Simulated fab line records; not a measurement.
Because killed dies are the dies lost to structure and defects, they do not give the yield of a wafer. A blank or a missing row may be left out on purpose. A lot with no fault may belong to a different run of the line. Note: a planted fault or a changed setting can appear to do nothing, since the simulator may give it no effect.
Chamber matching    flow n5 finfet    4 sister chambers for N5_GATE_CUT_ETCH_37 on rie diel-06
The step etches SOC in N2/H2, target depth 60 nm, overetch 12 nm, time 90 s. 4 wafers are shown with their chamber, then 8 later ones without.

== WAFERS, EACH WITH ITS CHAMBER ==
wafer   chamber  showerhead plenum p Torr (Torr)
L082.2  3        2.64
L082.4  2        2.64
L082.5  0        2.47
L088.2  1        2.53

== WAFERS MISSING THEIR CHAMBER ==
wafer   showerhead plenum p Torr (Torr)
L088.3  2.63
L088.5  2.53
L091.1  2.63
L091.2  2.53
L091.4  2.64
L095.1  2.46
L095.3  2.63
L095.5  2.46

== WHICH CHAMBER EACH ONE RAN IN ==
wafer   from the rows above      in truth
L088.3  can't be placed: 2 or 3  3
L088.5  1                        1
L091.1  can't be placed: 2 or 3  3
L091.2  1                        1
L091.4  can't be placed: 2 or 3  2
L095.1  0                        0
L095.3  can't be placed: 2 or 3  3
L095.5  0                        0
Correctly placed: 4 of 8. Unplaceable from these rows: 4, with the true chamber sitting among the candidates in 4. Placed wrongly: 0.
How it was worked out, from the rows above alone: a wafer's distance from a chamber is the root of the sum, over the readings, of the square of ((its reading less the chamber's mean) divided by the reading's scatter). The wafer belongs to the nearest chamber; if the next one is less than 2 further off, it can't be placed. The mean given for a chamber averages the wafers shown for that chamber. The scatter: root of mean squared gap, hidden wafer to nearest shown wafer, with one shown wafer a chamber.
